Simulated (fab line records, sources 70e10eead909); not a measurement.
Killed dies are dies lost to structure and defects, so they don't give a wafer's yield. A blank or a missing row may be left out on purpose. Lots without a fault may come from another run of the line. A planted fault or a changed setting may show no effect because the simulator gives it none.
Chamber matching | flow nand_harc | NHARC_A_CHANNEL_FILL_D1_ALD_14 on ald_hk-03: 4 sister chambers
The step deposits SiO2, target thk 2.5 nm, pulse time 10 s, ald cycles 25. 8 wafers are shown with their chamber, then 8 later ones without.

WAFERS WITH THEIR CHAMBER
wafer  | chamber | heater_power_w (W) | precursor_pulse_height_rel
L077.5 | 3       | 428                | 0.988
L078.4 | 3       | 436                | 1.023
L081.3 | 2       | 466                | 1.005
L081.5 | 0       | 418                | 1.023
L084.1 | 2       | 466                | 1.037
L084.2 | 1       | 413                | 1.000
L084.5 | 1       | 427                | 0.993
L082.2 | 0       | 435                | 0.977

WAFERS WITHOUT THEIR CHAMBER
wafer  | heater_power_w (W) | precursor_pulse_height_rel
L082.4 | 434                | 1.009
L082.5 | 467                | 1.012
L089.2 | 430                | 1.007
L089.4 | 465                | 0.996
L089.5 | 467                | 1.019
L090.2 | 454                | 0.989
L090.4 | 416                | 1.010
L090.5 | 468                | 0.957

WHICH CHAMBER EACH WENT THROUGH
wafer  | from the rows above          | in truth
L082.4 | can't be placed: 3 or 0 or 1 | 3
L082.5 | 2                            | 2
L089.2 | can't be placed: 3 or 0 or 1 | 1
L089.4 | 2                            | 2
L089.5 | 2                            | 2
L090.2 | can't be placed: 2 or 3 or 0 | 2
L090.4 | can't be placed: 1 or 0 or 3 | 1
L090.5 | 2                            | 2
Placed correctly: 4 of 8. Can't be placed from these rows: 4 (the true chamber is among the candidates in 4). Placed wrongly: 0.
How it was worked out, from the rows above alone: a wafer's distance from a chamber is the root of the sum, over the readings, of the square of ((its reading less the chamber's mean) divided by the reading's scatter). The wafer belongs to the nearest chamber; if the next one is less than 2 further off, it can't be placed. A chamber's mean is the mean of its shown wafers. The scatter: the root of (the sum of the squares of (reading less its chamber's mean) over the shown wafers, divided by (wafers less chambers)).
